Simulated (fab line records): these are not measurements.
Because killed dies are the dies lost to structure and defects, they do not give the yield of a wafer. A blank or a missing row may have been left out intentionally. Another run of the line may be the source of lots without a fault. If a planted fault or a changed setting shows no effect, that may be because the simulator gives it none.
A struck lot beside a sound one || flow nand harc || 39 out of 1302 route steps
Sound: wafers L626.4, L626.5, L626.6. Wafers struck: L635.3, L635.4, L635.6. The cause is named last.
At each step with rows: each side's tool, then ch and its chambers, then its first start. Under that, the readings that differ: sound wafers || struck wafers || difference of the means || sigmas: that difference in standard deviations of wafers without a fault.
alike: words and numbers the same on both sides, and readings whose means are apart by under 2 such deviations; not compared: readings that were withheld, readings missing a value for some wafer, numbers with overlapping values and no deviation given by the record, and bounds like >300 which may hide the same value.
Wherever a step has rows on one side only, a row that says differs or no value, or a row with sigmas, the two part there. Numbers that don't overlap but have no deviation are shown without sigmas and don't part them. A reading that every wafer of one side lacks parts them only if that side has two wafers or more.

NHARC_A_CHANNEL_FILL_D1_ALD_02: deposits SiO2, target thk 6 nm, pulse time 10 s, ald cycles 60.
  sound on ald hk-01 ch 0,3, day 10 16:31; struck on ald hk-02 ch 0,1, day 15 01:42
  alike: heater power w, precursor pulse height rel
NHARC_A_CHANNEL_FILL_D1_ALD_03: deposits SiNx, target thk 6 nm, pulse time 60 s, ald cycles 58.
  sound: ald sin batch-02 ch 0; struck: ald sin batch-03 ch 0
  alike: precursor pulse height rel
then, 5 steps without rows for these wafers: NHARC_A_CHANNEL_FILL_D1_ALD_14 (deposits SiO2, target thk 2.5 nm, pulse time 10 s, ald cycles 25); NHARC_A_CHANNEL_FILL_D1_ALD_15 (deposits SiNx, target thk 2 nm, pulse time 60 s, ald cycles 19); NHARC_A_CHANNEL_FILL_D1_ALD_16 (deposits SiO2, target thk 1.5 nm, pulse time 10 s, ald cycles 15); NHARC_A_CHANNEL_FILL_D1_ANNEAL_17 (time 1800 s); NHARC_A_CHANNEL_FILL_D1_CVD_18 (deposits poly-Si, target thk 3 nm).
NHARC_A_CHANNEL_FILL_D1_ETCHBACK_19: etches the open film in HBr/Cl2, target depth 5 nm, time 1.7 s.
  sound on rie si-02 ch 0,3, day 11 16:31; struck on rie si-02 ch 0,1, day 16 02:10
  alike: drypump motor current A, oes product au, throttle valve pct
  not compared: rf hours counter h
then, 4 steps without rows for these wafers: NHARC_A_CHANNEL_FILL_D1_ETCHBACK_20 (etches the open film in C4F8/O2/Ar, target depth 27 nm, time 13.5 s); NHARC_A_CHANNEL_FILL_D1_STRIP_28 (strips in O2, time 20 s); NHARC_A_CHANNEL_FILL_D1_PRECLEAN_21 (cleans in dHF, time 30 s); NHARC_A_CHANNEL_FILL_D1_SRD_23.
NHARC_A_CHANNEL_FILL_D1_CVD_05: deposits poly-Si, target thk 5 nm.
  sound on lpcvd poly-01 ch 0, day 11 19:11; struck on lpcvd poly-03 ch 0, day 16 06:54
  alike: tube center temp C
then, 1 step without rows for these wafers: NHARC_A_CHANNEL_FILL_D1_ANNEAL_22 (time 7200 s).
NHARC_A_CHANNEL_FILL_D1_ALD_25: deposits SiOx, target thk 60 nm, pulse time 10 s, ald cycles 600.
  sound on ald hk-04 ch 0,3, day 12 04:26; struck on ald hk-04 ch 0,2,3, day 16 16:45
  alike: heater power w, precursor pulse height rel
then, 16 steps without rows for these wafers: NHARC_A_CHANNEL_FILL_D1_ETCHBACK_08 (etches the open film in C4F8, target depth 220 nm, time 110 s); NHARC_A_CHANNEL_FILL_D1_STRIP_29 (strips in O2, time 20 s); NHARC_A_CHANNEL_FILL_D1_PRECLEAN_30 (cleans in dHF, time 30 s); NHARC_A_CHANNEL_FILL_D1_SRD_31; NHARC_A_CHANNEL_FILL_D1_CVD_09 (deposits poly-Si, target thk 150 nm, time 3000 s); NHARC_A_CHANNEL_FILL_D1_CMP_10 (polishes, target thk 150 nm); NHARC_A_CHANNEL_FILL_D1_SRD_12; NHARC_A_DECK1_JOINT_ETCHBACK_07 (etches the open film in HBr, target depth 105 nm, time 26.9 s); NHARC_A_DECK1_JOINT_ETCH_25 (etches SiO2 in dHF, target depth 0.5 nm); NHARC_A_DECK1_JOINT_ETCH_19 (etches poly-Si in TMAH, target depth 3 nm); NHARC_A_DECK1_JOINT_ETCH_18 (etches SiO2 in dHF, target depth 3 nm); NHARC_A_DECK1_JOINT_WET_08 (chemistry H3PO4, time 86 s); NHARC_A_DECK1_JOINT_ETCH_09 (etches SiO2 in dHF, target depth 5 nm); NHARC_A_DECK1_JOINT_WET_10 (chemistry H3PO4, time 86 s); NHARC_A_DECK1_JOINT_ETCH_11 (etches SiO2 in dHF, target depth 35 nm); NHARC_A_DECK1_JOINT_CVD_12 (deposits poly-Si, target thk 90 nm, time 1800 s).
NHARC_A_DECK1_JOINT_CMP_13: polishes, target thk 51.023 nm.
  sound on cmp-03 ch 0,1,2, day 13 02:35; struck on cmp-02 ch 0,2,3, day 17 16:02
  alike: motor current A, time to endpoint s
NHARC_A_DECK1_JOINT_THK_MEAS_14: measures by ellipsometry.
  struck on film metro-02, day 17 16:18; sound on film metro-02, day 13 02:46
  alike: thk nm
then, 5 steps without rows for these wafers: NHARC_A_DECK1_JOINT_SRD_04; NHARC_A_DECK1_JOINT_ETCHBACK_00 (etches the open film in HBr, target depth 30 nm, time 17.4 s); NHARC_A_DECK1_JOINT_PRECLEAN_30 (cleans in SC1); NHARC_A_DECK1_JOINT_SRD_31; NHARC_A_DECK1_JOINT_CVD_34 (deposits SiNx, target thk 20 nm).
-- break in the record here, with 13 days between the starts of the struck wafers on either side (left off in module A_DECK1_JOINT, picked up again in module END, where the first step shown is number 1302 on the route) --
NHARC_END_SORT_01:
  the record has rows for the struck wafers here (prober-01 ch 0, day 30 22:10) and none for the sound ones

## WHERE THEY PART
NHARC_END_SORT_01 only, going by this record.

WHY: what the simulator had put in
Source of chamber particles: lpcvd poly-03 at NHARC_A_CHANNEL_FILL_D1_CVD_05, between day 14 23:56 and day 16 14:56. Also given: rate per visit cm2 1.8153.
